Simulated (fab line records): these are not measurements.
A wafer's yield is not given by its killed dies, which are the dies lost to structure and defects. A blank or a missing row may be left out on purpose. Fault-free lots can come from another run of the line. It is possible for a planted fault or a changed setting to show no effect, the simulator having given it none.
A lot that was struck, set against a sound lot + flow n5_finfet + 24 steps out of a route of 1938
Sound: these wafers, L712.2, L712.5, L712.6. Wafers L700.1, L700.3, L700.4 were the ones struck. The cause is named last.
For every step that has rows: the tool of each side, followed by ch and its chambers, followed by its first start. Under that, the readings that differ: sound wafers + struck wafers + difference of the means + sigmas: that difference in standard deviations of wafers without a fault.
alike: readings with means less than 2 such deviations apart, plus words and numbers identical on both sides. not compared: withheld readings, readings lacking a value on some wafer, bounds such as >300 that could conceal the same value, and numbers that have no deviation in the record and whose values overlap.
A row with sigmas, a row that says differs or no value, or rows on one side alone: a step with any of these is where the two part. When numbers do not overlap yet have no deviation, they are printed without sigmas and do not part them. A reading missing from all wafers of one side parts the sides only when that side holds two or more wafers.

first, 9 steps without rows for these wafers: N5_BEOL_M5_EXPOSE_08 (exposes mask M5, target cd 28 nm); N5_BEOL_M5_PEB_09 (peb time 60 s); N5_BEOL_M5_DEVELOP_10 (develop time 30 s); N5_BEOL_M5_DESCUM_16 (chemistry O2, time 7 s); N5_BEOL_M5_ETCH_72 (etches underlayer in N2/H2, target depth 6.5 nm, time 5.2 s); N5_BEOL_M5_ETCH_61 (etches SiARC in CF4, target depth 15.6 nm, time 26 s); N5_BEOL_M5_ETCH_62 (etches SOC in N2/H2, target depth 75 nm, overetch 15 nm, time 112.5 s); N5_BEOL_M5_STRIP_63 (strips in N2/H2); N5_BEOL_M5_STRIP_73 (strips in N2/H2).
N5_BEOL_M5_STRIP_64: strips in CF4.
  sound on rie_diel-06 ch 0,1,2, day 12 12:17; struck on rie_diel-01 ch 0,1,3, day 9 16:31
  alike: cf4_flow_sccm, drypump_motor_current_A, oes_product_au, rf_vpp_V, showerhead_plenum_p_Torr, throttle_valve_pct
  not compared: rf_hours_counter_h
then, 11 steps without rows for these wafers: N5_BEOL_M5_HM_OPEN_17 (chemistry Cl2/BCl3, target TiN, target depth 20 nm, overetch 6 nm); N5_BEOL_M5_STRIP_19 (strips in O2); N5_BEOL_M5_COAT_65 (time 60 s, resist thk 60 nm); N5_BEOL_M5_COAT_66 (time 60 s, resist thk 12 nm); N5_BEOL_M5_COAT_74 (time 60 s, resist thk 5 nm); N5_BEOL_M5_COAT_22 (resist thk 30 nm); N5_BEOL_M5_EBR_24; N5_BEOL_M5_SOFTBAKE_23 (time 60 s); N5_BEOL_M5_EXPOSE_25 (exposes mask V4, defocus 10 nm); N5_BEOL_M5_PEB_26 (peb time 60 s); N5_BEOL_M5_DEVELOP_27 (develop time 30 s).
N5_BEOL_M5_INSPECT_30: inspects for defects (brightfield).
  struck on defect_inspect-02, day 9 17:14; sound on defect_inspect-02, day 12 15:22
| reading          | sound       | struck         | difference | sigmas |
|------------------|-------------|----------------|------------|--------|
| raw_defect_count | 516 369 252 | 1756 1814 1767 | +1400      | +16    |
then, 1 step without rows for these wafers: N5_BEOL_M5_DESCUM_33 (chemistry O2, time 7 s).
-- the record jumps here: 4 days lie between the struck wafers' starts before and after (it left off in module BEOL_M5 and takes up again in module PASSIVATION, whose first step shown is number 1936 of the route) --
N5_PASSIVATION_PROBE_49:
  struck on prober-02, day 13 12:31; sound on prober-01, day 16 19:13
| reading                  | sound          | struck         | difference | sigmas |
|--------------------------|----------------|----------------|------------|--------|
| defect_limited_yield (%) | 91.9 90.8 92.3 | 76.6 83.1 89.5 | -8.6       | -6     |
| killed_at_M4_up          | 13 6 6         | 169 114 61     | +106       | +20    |
| killed_dies              | 96 108 91      | 276 199 124    | +101       | +6     |
| killed_on_rim            | 13 14 8        | 33 32 25       | +18        | +4     |
| sort_bin_5_function (%)  | 5.1 5.5 4.1    | 14.9 9.5 5.6   | +5.1       | +5     |
| sort_n_pass              | 1084 1072 1089 | 904 981 1056   | -101       | -6     |
| sort_yield_pct (%)       | 91.9 90.8 92.3 | 76.6 83.1 89.5 | -8.6       | -6     |
  alike: killed_at_M0_to_M3, killed_at_contacts, killed_at_front_end, killed_at_other, killed_open, killed_short, sort_bin_6_memory

WHERE THEY PART
Earliest at N5_BEOL_M5_INSPECT_30; latest, in this record, at N5_PASSIVATION_PROBE_49.

WHY: whatever the simulator had introduced
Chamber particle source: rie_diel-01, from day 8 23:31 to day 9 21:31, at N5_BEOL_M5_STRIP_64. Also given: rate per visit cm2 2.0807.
